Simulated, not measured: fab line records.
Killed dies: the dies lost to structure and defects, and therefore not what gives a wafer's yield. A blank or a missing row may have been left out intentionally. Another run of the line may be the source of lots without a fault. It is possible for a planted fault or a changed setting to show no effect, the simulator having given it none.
fab line records	flow nand-harc
[record] lots = 24	wafers = 72	last-day = 25
route steps=1159 shown P_GATE@149 P_CONTACT@236 P_M0@264 P_M1@301
lots that met no fault: from a run of the same line without faults
start-h: start of the lot's first displayed wafer, in hours after the record's first day	wait-h: hours since the lot's step before	" repeats the value in the row above	L1.1+2: a row that stands for several wafers	- no value, or no start was given	* or withheld: withheld	< > ~ a bound
route shown NAME@n: NAME is a module with steps in the file, n the number in the route of the first one	usual: the fault-free wafers' mean and standard deviation	same: alike in all rows	chamber/n: place in a boat	sites: each site's reading	_std_site: the values' standard deviation	_edge_site: mean of outer sites minus mean of inner sites	radius-mm: for every site, how far away it sits from the centre of the wafer	mask NAME#n: copy n	behind: the last tool/chamber to shape the wafer	hold: cause of the lot's hold/its duration in hours/its outcome	device: transistor that didn't switch, given as n, p or np	end of line: tests run on the same wafers once the route is complete	a step without rows: its recipe alone	killed: at the first sort, the dies lost to defects and structure; wafer yield is something else	map: per-die view of a wafer (x killed, . not killed, _ where there is no die)
set.NAME: the run value of the setting; set.NAME@STEP: its run value at that earlier step	model.NAME: the simulator's own value behind a step, which no gauge read
one table for each step of the route and one row for each wafer, over a sample of lots
services: a tool's chamber out of use, with start hour (start-h, from the record's first day; less than 0 if before it), hours out, and reason
[[steps]]
[step NHARC_P_GATE_ETCH_32]
[recipe] target-depth-a = 1500	over-etch-frac = 1	over-etch-ion-energy-ev = 40	time-s = 100.1	hbr-flow-sccm = 150	cl2-flow-sccm = 50	rf-w = 400	icp-w = 400	bias-w = 100	chemistry = HBr/Cl2
[usual] bias-w = 99.99/0.29	drypump-motor-current-A = 5.7/0.35	oes-product-au = 0.999/0.0072	throttle-valve-pct = 26.405/0.0094
lot.wafer	tool	chamber	start-h	wait-h	bias-w	drypump-motor-current-A	oes-product-au	rf-hours-counter-h	throttle-valve-pct
L075.2	rie-si-03	1	98.50	-	99.59	5.3	1.002	1.1	26.402
L075.6	"	0	"	"	99.78	5.8	1.011	-	26.399
L075.5	"	1	"	"	99.84	5.3	1.004	-	26.410
L074.4	rie-si-01	3	98.86	-	99.88	5.6	1.004	1.3	26.407
L074.3	"	1	"	"	99.93	5.4	0.998	1.1	26.401
L074.2	"	2	"	"	99.66	6.0	1.011	1.3	26.417
L076.3	rie-si-01	2	104.97	-	99.59	6.0	0.998	1.4	26.400
L076.2	"	3	"	"	99.55	5.7	0.995	1.4	26.401
L076.5	"	2	"	"	99.63	6.0	0.994	-	26.414
L077.2	rie-si-03	2	105.80	-	100.56	6.1	1.002	1.0	26.408
L077.4	"	1	"	"	99.92	5.3	0.999	1.3	26.412
L077.6	"	3	"	"	100.26	5.8	0.992	-	26.402
L078.3	rie-si-03	1	112.57	-	100.38	5.3	1.013	1.3	26.394
L078.4	"	2	"	"	99.54	6.1	0.991	1.1	26.391
L078.2	"	3	"	"	99.68	5.9	0.997	1.3	26.397
L079.1	rie-si-04	0	113.21	-	99.44	5.4	0.989	0.1	26.393
L079.3	"	1	"	"	99.64	5.5	0.983	0.1	26.413
L079.5	"	3	"	"	100.25	6.3	0.992	-	26.403
L080.2	rie-si-04	2	127.96	-	99.70	6.2	0.998	0.2	26.409
L080.3	"	3	"	"	99.61	6.3	0.998	0.2	26.414
L080.6	"	1	"	"	99.47	5.5	1.003	-	26.405
L082.1	rie-si-03	3	130.83	-	99.68	5.9	0.984	1.5	26.412
L082.4	"	2	"	"	99.96	6.0	0.997	1.3	26.410
L082.5	"	3	"	"	99.20	5.9	0.984	-	26.390
L081.3	rie-si-04	2	131.74	-	100.06	6.2	0.997	0.2	26.410
L081.1	"	3	"	"	99.81	6.3	1.002	0.2	26.400
L081.5	"	3	"	"	100.35	6.3	0.998	-	26.421
L083.1	rie-si-01	0	145.28	-	99.80	5.2	0.990	0.1	26.394
L083.6	"	2	"	"	100.36	6.0	1.003	-	26.401
L083.5	"	3	"	"	100.14	5.7	0.995	-	26.416
L084.1	rie-si-03	2	145.42	-	100.08	6.0	0.989	1.5	26.423
L084.3	"	3	"	"	100.05	5.9	0.995	1.7	26.428
L084.2	"	0	"	"	100.04	5.8	0.996	1.6	26.409
L088.2	rie-si-03	2	167.73	-	99.64	6.0	0.998	0.0	26.413
L088.3	"	3	"	"	99.87	5.9	0.995	0.0	26.417
L088.1	"	0	"	"	100.10	5.8	1.012	0.0	26.390
L085.3	rie-si-04	0	168.05	-	99.91	5.3	0.997	0.5	26.426
L085.1	"	3	"	"	100.14	6.3	0.989	0.6	26.394
L085.6	"	1	"	"	100.05	5.5	0.997	-	26.408
L087.4	rie-si-01	2	168.48	-	100.29	6.1	0.998	0.3	26.387
L087.1	"	3	"	"	99.65	5.7	1.008	0.3	26.391
L087.2	"	1	"	"	100.08	5.4	0.993	0.3	26.405
L086.1	rie-si-03	2	168.81	-	100.12	6.1	1.004	0.1	26.406
L086.2	"	3	"	"	100.12	5.9	0.989	0.1	26.408
L086.6	"	3	"	"	100.04	5.9	0.989	-	26.418
L089.1	rie-si-04	0	182.63	-	99.85	5.3	0.994	0.7	26.411
L089.3	"	2	"	"	100.18	6.2	0.995	0.8	26.398
L089.6	"	0	"	"	99.99	5.3	0.990	-	26.415
L090.4	rie-si-04	0	189.42	-	100.01	5.3	0.990	0.8	26.419
L090.3	"	1	"	"	100.26	5.5	1.002	0.8	26.404
L090.6	"	2	"	"	100.27	6.2	1.003	-	26.393
L091.3	rie-si-03	0	199.19	-	100.14	5.8	1.018	0.3	26.398
L091.6	"	0	"	"	100.00	5.8	1.000	-	26.399
L091.5	"	1	"	"	99.92	5.3	1.016	-	26.402
L093.2	rie-si-01	1	199.82	-	99.74	5.4	1.001	0.5	26.396
L093.3	"	3	"	"	100.36	5.7	1.014	0.5	26.405
L093.6	"	0	"	"	99.60	5.3	1.001	-	26.409
L092.3	rie-si-03	2	200.72	-	99.44	6.0	0.996	0.3	26.403
L092.5	"	1	"	"	99.75	5.3	1.000	-	26.414
L092.6	"	2	"	"	100.20	6.0	0.995	-	26.404
L094.3	rie-si-03	1	210.18	-	99.81	5.3	1.003	0.5	26.403
L094.2	"	2	"	"	99.87	6.0	1.000	0.4	26.414
L094.1	"	3	"	"	99.92	5.9	0.994	0.5	26.397
L095.3	rie-si-04	0	217.16	-	99.91	5.4	0.989	1.0	26.413
L095.2	"	2	"	"	100.32	6.2	0.997	1.0	26.403
L095.6	"	3	"	"	99.89	6.3	0.993	-	26.426
L096.1	rie-si-01	0	217.30	-	100.12	5.2	0.995	0.7	26.390
L096.3	"	1	"	"	99.91	5.4	1.014	0.7	26.406
L096.2	"	3	"	"	100.09	5.7	1.001	0.6	26.391
L097.2	rie-si-01	1	223.25	-	99.98	5.4	1.011	0.8	26.418
L097.3	"	3	"	"	100.00	5.6	1.008	0.7	26.398
L097.6	"	2	"	"	99.92	6.1	0.999	-	26.410
[step NHARC_P_CONTACT_ETCH_35]
[recipe] target-depth-a = 390	over-etch-frac = 0.3	time-s = 65	ion-energy-ev = 80	cf4-flow-sccm = 150	ar-flow-sccm = 0	rf-w = 300	bias-w = 100	chemistry = CF4
[usual] bias-w = 100.0/0.32	drypump-motor-current-A = 5.8/0.35	mfc-ar-sccm = 0.005/0.0061	oes-product-au = 1.000/0.0068	rf-vpp-V = 151.2/1.1	showerhead-plenum-p-Torr = 1.76/0.055	throttle-valve-pct = 13.284/0.01
lot.wafer	tool	chamber	start-h	wait-h	bias-w	drypump-motor-current-A	mfc-ar-sccm	oes-product-au	rf-hours-counter-h	rf-vpp-V	showerhead-plenum-p-Torr	throttle-valve-pct
L075.2	rie-diel-09	3	119.09	0.1	99.7	5.7	0.010	0.992	3	151.8	1.82	13.281
L075.6	"	3	"	"	99.9	5.7	0.010	0.991	-	152.4	1.82	13.283
L075.5	"	0	"	"	100.9	5.3	0.006	1.003	-	148.9	1.66	13.304
L074.2	rie-diel-09	0	119.72	0.1	100.1	5.3	0.006	0.995	4	149.6	1.66	13.279
L074.4	"	1	"	"	99.5	6.1	0.018	0.998	4	150.8	1.78	13.271
L074.3	"	2	"	"	100.1	6.0	0	1.003	3	151.5	1.79	13.283
L076.3	rie-diel-04	0	125.67	0.1	100.2	5.5	0	1.008	0	151.6	1.80	13.290
L076.2	"	3	"	"	99.9	5.9	0.008	1.001	0	151.4	1.76	13.296
L076.5	"	1	"	"	100.1	6.2	0	1.002	-	150.7	1.76	13.281
L077.2	rie-diel-13	2	126.20	0.1	99.5	6.0	0	1.007	5	150.8	1.66	13.284
L077.4	"	0	"	"	100.2	4.7	0	1.007	5	151.6	1.88	13.299
L077.6	"	3	"	"	100.1	6.1	0	1.002	-	151.3	1.68	13.276
L078.4	rie-diel-09	2	132.41	0.1	99.5	6.0	0	1.010	4	151.4	1.79	13.311
L078.3	"	0	"	"	100.2	5.3	0.006	0.998	6	148.6	1.66	13.280
L078.2	"	1	"	"	99.7	6.1	0.018	0.987	5	150.7	1.78	13.287
L079.1	rie-diel-04	0	133.02	0.1	100.5	5.4	0	1.003	1	152.5	1.80	13.276
L079.3	"	1	"	"	100.6	6.2	0	1.001	1	150.5	1.76	13.282
L079.5	"	1	"	"	100.1	6.2	0	1.007	-	151.3	1.76	13.271
L080.2	rie-diel-09	0	147.71	0.1	100.2	5.3	0.006	1.001	6	150.9	1.66	13.262
L080.3	"	1	"	"	100.1	6.1	0.018	0.994	6	152.6	1.78	13.287
L080.6	"	0	"	"	100.2	5.3	0.006	0.993	-	150.7	1.66	13.281
L081.3	rie-diel-09	3	151.42	0.1	99.9	5.7	0.010	0.995	7	151.9	1.82	13.279
L081.1	"	1	"	"	100.1	6.1	0.018	0.991	7	152.8	1.78	13.288
L081.5	"	3	"	"	99.5	5.7	0.010	0.988	-	149.0	1.82	13.268
L082.4	rie-diel-13	2	152.37	0.1	99.6	6.0	0	1.007	15	148.5	1.65	13.280
L082.1	"	0	"	"	100.0	4.7	0	1.009	11	151.7	1.88	13.298
L082.5	"	2	"	"	99.9	6.0	0	1.010	-	148.7	1.65	13.285
L083.1	rie-diel-09	2	166.11	0.1	100.0	6.0	0	1.010	9	151.6	1.78	13.272
L083.6	"	2	"	"	100.4	6.0	0	1.007	-	151.7	1.78	13.302
L083.5	"	3	"	"	99.9	5.7	0.010	1.010	-	152.3	1.82	13.290
L084.3	rie-diel-04	0	166.75	0.1	99.9	5.4	0	0.994	4	151.4	1.80	13.275
L084.2	"	1	"	"	100.2	6.2	0	1.001	4	151.1	1.76	13.295
L084.1	"	3	"	"	100.2	5.9	0.008	0.999	4	151.2	1.76	13.283
L088.1	rie-diel-09	3	187.74	0.1	99.9	5.7	0.010	0.994	10	152.2	1.82	13.282
L088.2	"	0	"	"	100.4	5.3	0.006	0.996	11	150.1	1.66	13.274
L088.3	"	1	"	"	99.3	6.1	0.018	0.994	11	152.1	1.78	13.277
L085.1	rie-diel-04	2	188.00	0.1	99.7	5.4	0	1.001	5	150.1	1.73	13.278
L085.3	"	3	"	"	100.7	5.9	0.008	0.997	6	151.4	1.76	13.270
L085.6	"	2	"	"	100.2	5.4	0	0.994	-	151.8	1.73	13.284
L087.1	rie-diel-09	1	188.93	0.1	100.0	6.1	0.018	0.989	11	151.4	1.78	13.273
L087.2	"	2	"	"	99.8	6.0	0	1.002	11	150.7	1.78	13.291
L087.4	"	0	"	"	99.4	5.3	0.006	1.001	11	151.0	1.66	13.277
L086.1	rie-diel-04	3	193.80	0.1	99.8	5.9	0.008	1.002	6	151.1	1.76	13.284
L086.2	"	2	"	"	99.9	5.4	0	1.000	6	151.3	1.73	13.277
L086.6	"	0	"	"	99.7	5.5	0	1.005	-	152.1	1.80	13.281
L089.1	rie-diel-09	0	202.65	0.1	99.9	5.3	0.006	0.996	12	150.1	1.66	13.280
L089.3	"	2	"	"	99.6	5.9	0	1.002	12	151.4	1.78	13.283
L089.6	"	0	"	"	100.2	5.3	0.006	0.993	-	151.7	1.66	13.270
L090.3	rie-diel-04	2	210.08	0.1	99.7	5.4	0	1.010	7	152.8	1.73	13.298
L090.4	"	0	"	"	100.2	5.5	0	1.012	8	152.9	1.80	13.295
L090.6	"	1	"	"	100.2	6.2	0	1.008	-	150.2	1.76	13.307
L091.3	rie-diel-09	0	218.97	0.1	100.0	5.3	0.006	1.004	14	149.7	1.66	13.279
L091.5	"	3	"	"	99.3	5.7	0.010	0.999	-	151.7	1.82	13.270
L091.6	"	0	"	"	100.1	5.3	0.006	0.998	-	150.3	1.66	13.281
L093.3	rie-diel-04	3	219.52	0.1	100.3	5.9	0.008	1.007	8	150.4	1.76	13.288
L093.2	"	0	"	"	99.8	5.5	0	1.008	8	151.7	1.80	13.289
L093.6	"	3	"	"	100.6	5.9	0.008	1.005	-	150.6	1.75	13.307
L092.3	rie-diel-04	2	220.56	0.1	99.7	5.4	0	1.007	8	151.5	1.73	13.285
L092.6	"	2	"	"	99.9	5.4	0	1.003	-	151.0	1.73	13.273
L092.5	"	3	"	"	100.5	5.9	0.008	1.002	-	152.0	1.75	13.268
L094.3	rie-diel-04	3	230.12	0.1	99.7	5.9	0.008	1.005	10	151.0	1.76	13.294
L094.1	"	0	"	"	99.7	5.4	0	1.008	10	152.9	1.80	13.290
L094.2	"	1	"	"	100.0	6.2	0	0.999	9	151.2	1.76	13.281
L095.2	rie-diel-09	2	236.85	0.1	99.7	6.0	0	1.003	15	152.2	1.78	13.294
L095.3	"	3	"	"	100.2	5.7	0.010	0.997	15	152.4	1.82	13.282
L095.6	"	2	"	"	100.5	6.0	0	1.009	-	152.7	1.78	13.289
L096.2	rie-diel-04	2	237.40	0.1	100.0	5.4	0	1.009	10	151.5	1.73	13.289
L096.3	"	3	"	"	100.0	5.9	0.008	1.007	11	151.5	1.76	13.286
L096.1	"	0	"	"	99.9	5.4	0	0.996	10	152.2	1.80	13.286
L097.3	rie-diel-13	1	243.60	0.1	99.4	6.2	0.007	0.979	43	151.2	1.83	13.286
L097.2	"	2	"	"	100.0	6.0	0	0.997	49	150.3	1.65	13.269
L097.6	"	1	"	"	99.9	6.2	0.007	0.988	-	152.0	1.83	13.276
[step NHARC_P_CONTACT_CVD_23]
[recipe] target-thk-a = 2000	temp-c = 300	pressure-torr = 40	wf6-flow-sccm = 40	h2-flow-sccm = 1600	ar-flow-sccm = 1560	time-s = 557	material = W
[usual] heater-power-w = 466/30	mfc-ar-sccm = 1560/4.4	throttle-valve-pct = 7.72/0.25
lot.wafer	tool	chamber	start-h	wait-h	heater-power-w	mfc-ar-sccm	throttle-valve-pct
L075.2	cvd-w-02	1	-	-	408	1560	8.00
L075.5	"	1	"	"	396	1553	7.95
L075.6	"	0	"	"	521	1560	7.36
L074.2	cvd-w-01	0	-	-	461	1558	7.62
L074.4	"	1	"	"	488	1556	7.74
L074.3	"	0	"	"	449	1557	7.61
L076.2	cvd-w-01	1	-	-	480	1566	7.65
L076.3	"	1	"	"	482	1563	7.65
L076.5	"	0	"	"	446	1565	7.57
L077.2	cvd-w-02	1	-	-	391	1555	8.08
L077.4	"	0	"	"	509	1558	7.56
L077.6	"	1	"	"	410	1562	8.08
L078.2	cvd-w-02	0	-	-	497	1559	7.51
L078.4	"	1	"	"	402	1567	7.99
L078.3	"	0	"	"	508	1560	7.64
L079.1	cvd-w-02	1	-	-	403	1567	7.96
L079.3	"	1	"	"	410	1570	8.09
L079.5	"	0	"	"	504	1560	7.63
L080.2	cvd-w-01	0	-	-	459	1558	7.59
L080.3	"	0	"	"	453	1559	7.43
L080.6	"	1	"	"	474	1560	7.88
L081.1	cvd-w-01	1	-	-	488	1559	7.65
L081.3	"	1	"	"	484	1555	7.86
L081.5	"	1	"	"	486	1561	7.96
L082.1	cvd-w-01	1	-	-	474	1556	7.61
L082.4	"	0	"	"	473	1561	7.72
L082.5	"	1	"	"	478	1558	7.67
L083.1	cvd-w-01	0	-	-	466	1560	7.68
L083.6	"	1	"	"	485	1557	7.64
L083.5	"	0	"	"	462	1556	7.65
L084.2	cvd-w-01	1	-	-	485	1566	7.80
L084.1	"	0	"	"	459	1555	7.57
L084.3	"	0	"	"	468	1553	7.48
L088.2	cvd-w-02	1	-	-	394	1565	7.86
L088.1	"	0	"	"	509	1558	7.97
L088.3	"	0	"	"	519	1560	7.67
L085.1	cvd-w-02	0	-	-	524	1558	7.61
L085.3	"	1	"	"	405	1563	8.02
L085.6	"	0	"	"	507	1558	7.54
L087.2	cvd-w-01	1	-	-	477	1548	7.66
L087.1	"	0	"	"	458	1559	7.68
L087.4	"	1	"	"	486	1556	7.84
L086.2	cvd-w-01	1	-	-	483	1557	7.91
L086.1	"	0	"	"	456	1560	7.55
L086.6	"	0	"	"	457	1562	7.45
L089.1	cvd-w-01	1	-	-	476	1559	7.72
L089.3	"	1	"	"	482	1559	7.81
L089.6	"	1	"	"	483	1566	7.85
L090.3	cvd-w-02	0	-	-	473	1556	7.26
L090.4	"	1	"	"	446	1556	7.95
L090.6	"	0	"	"	485	1557	7.08
L091.3	cvd-w-02	1	-	-	437	1567	7.91
L091.5	"	1	"	"	439	1562	8.22
L091.6	"	0	"	"	486	1558	7.23
L093.2	cvd-w-02	1	-	-	434	1565	8.17
L093.3	"	0	"	"	484	1555	7.17
L093.6	"	1	"	"	436	1559	8.04
L092.3	cvd-w-02	1	-	-	440	1559	8.14
L092.5	"	0	"	"	475	1549	7.55
L092.6	"	1	"	"	437	1558	7.86
L094.2	cvd-w-01	0	-	-	457	1556	7.45
L094.1	"	1	"	"	492	1560	7.80
L094.3	"	1	"	"	474	1565	7.71
L095.2	cvd-w-01	1	-	-	476	1563	7.72
L095.3	"	1	"	"	477	1562	8.07
L095.6	"	0	"	"	460	1569	7.50
L096.2	cvd-w-01	0	-	-	476	1558	7.81
L096.1	"	1	"	"	487	1562	7.87
L096.3	"	0	"	"	470	1546	7.24
L097.2	cvd-w-01	1	-	-	487	1561	7.69
L097.3	"	1	"	"	487	1559	7.77
L097.6	"	1	"	"	475	1564	7.74
[step NHARC_P_M0_OVL_MEAS_10]
[recipe] pitch-nm = 180
[usual] overlay-x-nm = 0.1/0.84	overlay-y-nm = 0.0/0.62
lot.wafer	tool	chamber	start-h	wait-h	overlay-x-nm	overlay-y-nm
L075.2	overlay-01	-	127.28	-	-0.6	0.1
L075.5	"	-	"	"	-0.4	-0.6
L075.6	"	-	"	"	-0.8	-1.0
L074.2	overlay-01	-	131.68	-	0.2	-0.6
L074.3	"	-	"	"	0.0	-0.1
L074.4	"	-	"	"	0.1	-0.8
L076.2	overlay-02	-	132.30	-	0.3	0.3
L076.3	"	-	"	"	0.4	0.3
L076.5	"	-	"	"	0.3	0.7
L077.2	overlay-02	-	133.37	-	0.6	0.3
L077.4	"	-	"	"	0.2	0.3
L077.6	"	-	"	"	-0.4	0.4
L078.2	overlay-01	-	137.68	-	-0.9	0.9
L078.3	"	-	"	"	-0.2	0.8
L078.4	"	-	"	"	0.1	1.0
L079.1	overlay-01	-	138.36	-	0.6	0.1
L079.3	"	-	"	"	0.6	0.0
L079.5	"	-	"	"	1.0	0.4
L080.2	overlay-01	-	151.71	-	1.2	0.1
L080.3	"	-	"	"	1.3	0.7
L080.6	"	-	"	"	1.5	0.6
L081.1	overlay-02	-	158.78	-	-0.8	0.6
L081.3	"	-	"	"	-0.7	0.9
L081.5	"	-	"	"	-0.5	0.7
L082.1	overlay-01	-	160.66	-	0.4	0.9
L082.4	"	-	"	"	0.5	1.2
L082.5	"	-	"	"	0.5	1.3
L083.1	overlay-01	-	178.49	-	-0.1	-0.6
L083.5	"	-	"	"	-0.1	-1.2
L083.6	"	-	"	"	-0.2	-0.6
L084.1	overlay-02	-	179.03	-	-1.6	0.1
L084.2	"	-	"	"	-1.6	-0.3
L084.3	"	-	"	"	-2.3	-0.1
L088.1	overlay-01	-	195.45	-	0.0	0.3
L088.2	"	-	"	"	-0.1	0.7
L088.3	"	-	"	"	0.3	-0.3
L085.1	overlay-02	-	196.01	-	0.0	-0.9
L085.3	"	-	"	"	0.6	-0.7
L085.6	"	-	"	"	-0.3	-0.3
L087.1	overlay-01	-	196.28	-	0.9	-0.2
L087.2	"	-	"	"	0.9	-0.4
L087.4	"	-	"	"	0.5	0.5
L086.1	overlay-02	-	198.32	-	-1.2	-0.7
L086.2	"	-	"	"	-1.3	0.0
L086.6	"	-	"	"	-1.6	-1.0
L089.1	overlay-02	-	207.12	-	1.2	-0.1
L089.3	"	-	"	"	0.7	-0.6
L089.6	"	-	"	"	1.0	-0.6
L090.3	overlay-02	-	222.53	-	-0.1	-0.3
L090.4	"	-	"	"	-0.2	-0.1
L090.6	"	-	"	"	0.1	-0.5
L091.3	overlay-01	-	232.74	-	-1.1	-0.8
L091.5	"	-	"	"	-1.2	-0.6
L091.6	"	-	"	"	-0.5	-1.0
L093.2	overlay-01	-	233.40	-	-0.3	0.2
L093.3	"	-	"	"	-0.2	0.2
L093.6	"	-	"	"	-0.2	0.1
L092.3	overlay-01	-	233.95	-	1.6	0.0
L092.5	"	-	"	"	1.8	0.4
L092.6	"	-	"	"	2.0	0.3
L094.1	overlay-02	-	234.33	-	1.0	-0.4
L094.2	"	-	"	"	0.6	0.6
L094.3	"	-	"	"	1.2	0.1
L095.2	overlay-02	-	240.84	-	-0.2	0.1
L095.3	"	-	"	"	0.0	-0.2
L095.6	"	-	"	"	-0.4	0.0
L096.1	overlay-02	-	241.56	-	0.6	0.3
L096.2	"	-	"	"	0.8	0.2
L096.3	"	-	"	"	1.3	0.7
L097.2	overlay-01	-	248.09	-	-0.1	-0.4
L097.3	"	-	"	"	0.0	-0.3
L097.6	"	-	"	"	0.3	0.0
[step NHARC_P_M0_INSPECT_11]
[usual] raw-defect-count = 3.8/2.3
lot.wafer	tool	chamber	start-h	wait-h	raw-defect-count
L075.2	defect-inspect-01	-	127.32	0.0	5
L075.5	"	-	"	"	5
L075.6	"	-	"	"	3
L074.2	defect-inspect-02	-	131.71	0.0	4
L074.3	"	-	"	"	1
L074.4	"	-	"	"	5
L076.2	defect-inspect-01	-	132.34	0.0	8
L076.3	"	-	"	"	9
L076.5	"	-	"	"	5
L077.2	defect-inspect-02	-	133.41	0.0	4
L077.4	"	-	"	"	4
L077.6	"	-	"	"	2
L078.2	defect-inspect-01	-	137.71	0.0	1
L078.3	"	-	"	"	2
L078.4	"	-	"	"	2
L079.1	defect-inspect-02	-	138.40	0.0	7
L079.3	"	-	"	"	9
L079.5	"	-	"	"	5
L080.2	defect-inspect-02	-	151.75	0.0	4
L080.3	"	-	"	"	4
L080.6	"	-	"	"	2
L081.1	defect-inspect-02	-	158.82	0.0	3
L081.3	"	-	"	"	8
L081.5	"	-	"	"	3
L082.1	defect-inspect-02	-	160.70	0.0	4
L082.4	"	-	"	"	4
L082.5	"	-	"	"	3
L083.1	defect-inspect-01	-	178.53	0.0	5
L083.5	"	-	"	"	8
L083.6	"	-	"	"	6
L084.1	defect-inspect-02	-	179.07	0.0	6
L084.2	"	-	"	"	8
L084.3	"	-	"	"	7
L088.1	defect-inspect-02	-	195.48	0.0	4
L088.2	"	-	"	"	5
L088.3	"	-	"	"	2
L085.1	defect-inspect-02	-	196.04	0.0	3
L085.3	"	-	"	"	2
L085.6	"	-	"	"	2
L087.1	defect-inspect-01	-	196.31	0.0	4
L087.2	"	-	"	"	2
L087.4	"	-	"	"	6
L086.1	defect-inspect-01	-	198.36	0.0	5
L086.2	"	-	"	"	3
L086.6	"	-	"	"	3
L089.1	defect-inspect-01	-	207.15	0.0	4
L089.3	"	-	"	"	0
L089.6	"	-	"	"	1
L090.3	defect-inspect-01	-	222.57	0.0	12
L090.4	"	-	"	"	2
L090.6	"	-	"	"	5
L091.3	defect-inspect-02	-	232.78	0.0	4
L091.5	"	-	"	"	4
L091.6	"	-	"	"	5
L093.2	defect-inspect-02	-	233.44	0.0	1
L093.3	"	-	"	"	0
L093.6	"	-	"	"	4
L092.3	defect-inspect-01	-	233.99	0.0	4
L092.5	"	-	"	"	2
L092.6	"	-	"	"	3
L094.1	defect-inspect-01	-	234.37	0.0	2
L094.2	"	-	"	"	2
L094.3	"	-	"	"	4
L095.2	defect-inspect-02	-	240.88	0.0	4
L095.3	"	-	"	"	1
L095.6	"	-	"	"	5
L096.1	defect-inspect-02	-	241.59	0.0	4
L096.2	"	-	"	"	2
L096.3	"	-	"	"	2
L097.2	defect-inspect-01	-	248.13	0.0	2
L097.3	"	-	"	"	3
L097.6	"	-	"	"	4
[step NHARC_P_M1_CD_MEAS_16]
[usual] cd-nm = 130.1/0.7
lot.wafer	tool	chamber	start-h	wait-h	cd-nm
L075.2	cd-sem-01	-	131.76	-	129.6
L075.5	"	-	"	"	130.1
L075.6	"	-	"	"	129.9
L074.2	cd-sem-03	-	136.51	-	130.0
L074.3	"	-	"	"	130.3
L074.4	"	-	"	"	130.0
L076.2	cd-sem-01	-	136.77	-	130.7
L076.3	"	-	"	"	130.0
L076.5	"	-	"	"	130.0
L077.2	cd-sem-02	-	137.72	-	131.3
L077.4	"	-	"	"	130.3
L077.6	"	-	"	"	130.1
L078.2	cd-sem-02	-	142.60	-	128.1
L078.3	"	-	"	"	128.3
L078.4	"	-	"	"	129.6
L079.1	cd-sem-02	-	143.06	-	130.3
L079.3	"	-	"	"	130.5
L079.5	"	-	"	"	130.2
L080.2	cd-sem-01	-	156.04	-	129.7
L080.3	"	-	"	"	129.5
L080.6	"	-	"	"	129.7
L081.1	cd-sem-02	-	163.39	-	129.9
L081.3	"	-	"	"	129.2
L081.5	"	-	"	"	130.3
L082.1	cd-sem-03	-	165.10	-	130.0
L082.4	"	-	"	"	129.0
L082.5	"	-	"	"	130.7
L083.1	cd-sem-03	-	182.98	-	128.9
L083.5	"	-	"	"	129.7
L083.6	"	-	"	"	128.9
L084.1	cd-sem-02	-	183.37	-	130.9
L084.2	"	-	"	"	130.5
L084.3	"	-	"	"	130.5
L088.1	cd-sem-03	-	199.85	-	129.3
L088.2	"	-	"	"	129.6
L088.3	"	-	"	"	129.9
L085.1	cd-sem-02	-	201.26	-	129.7
L085.3	"	-	"	"	130.0
L085.6	"	-	"	"	129.4
L087.1	cd-sem-01	-	202.18	-	131.0
L087.2	"	-	"	"	131.0
L087.4	"	-	"	"	131.1
L086.1	cd-sem-01	-	203.32	-	130.8
L086.2	"	-	"	"	131.0
L086.6	"	-	"	"	130.5
L089.1	cd-sem-01	-	211.93	-	131.5
L089.3	"	-	"	"	130.1
L089.6	"	-	"	"	130.3
L090.3	cd-sem-03	-	227.05	-	130.6
L090.4	"	-	"	"	131.3
L090.6	"	-	"	"	131.7
L091.3	cd-sem-01	-	237.30	-	130.7
L091.5	"	-	"	"	131.1
L091.6	"	-	"	"	131.1
L093.2	cd-sem-03	-	238.25	-	129.9
L093.3	"	-	"	"	130.3
L093.6	"	-	"	"	130.4
L092.3	cd-sem-01	-	238.71	-	130.4
L092.5	"	-	"	"	130.5
L092.6	"	-	"	"	129.1
L094.1	cd-sem-03	-	239.40	-	129.8
L094.2	"	-	"	"	129.8
L094.3	"	-	"	"	129.4
L095.2	cd-sem-01	-	245.35	-	129.3
L095.3	"	-	"	"	129.9
L095.6	"	-	"	"	130.1
L096.1	cd-sem-03	-	246.28	-	129.6
L096.2	"	-	"	"	130.1
L096.3	"	-	"	"	130.6
L097.2	cd-sem-03	-	252.76	-	128.9
L097.3	"	-	"	"	129.9
L097.6	"	-	"	"	128.6
[[services]]
tool	chamber	start-h	hours	kind
rie-diel-13	2	75.72	9.6	repair
rie-diel-09	-	77.10	9.0	pm
rie-si-01	-	77.77	0.6	repair
rie-si-01	1	78.92	19.2	repair
rie-si-04	-	99.00	9.0	pm
rie-diel-13	-	99.07	9.0	pm
cvd-w-01	-	111.19	13.0	pm
rie-diel-04	-	111.90	9.0	pm
rie-si-01	-	127.00	9.0	pm
rie-diel-09	3	127.05	3.1	repair
cvd-w-02	0	144.22	2.5	repair
cvd-w-02	-	152.47	17.0	repair
rie-si-03	-	155.03	9.0	pm
rie-diel-04	-	157.36	0.3	repair
rie-si-04	-	186.35	2.7	repair
rie-si-01	2	186.61	4.2	repair
rie-si-04	-	189.96	0.2	repair
rie-si-03	2	190.78	8.9	repair
cvd-w-02	-	198.34	13.0	pm
rie-si-01	3	202.11	6.5	repair
rie-diel-04	-	203.30	0.4	repair
cvd-w-01	-	207.37	0.7	repair
rie-si-01	2	215.95	5.2	repair
rie-diel-04	1	221.20	5.8	repair
[[key]]
fault none
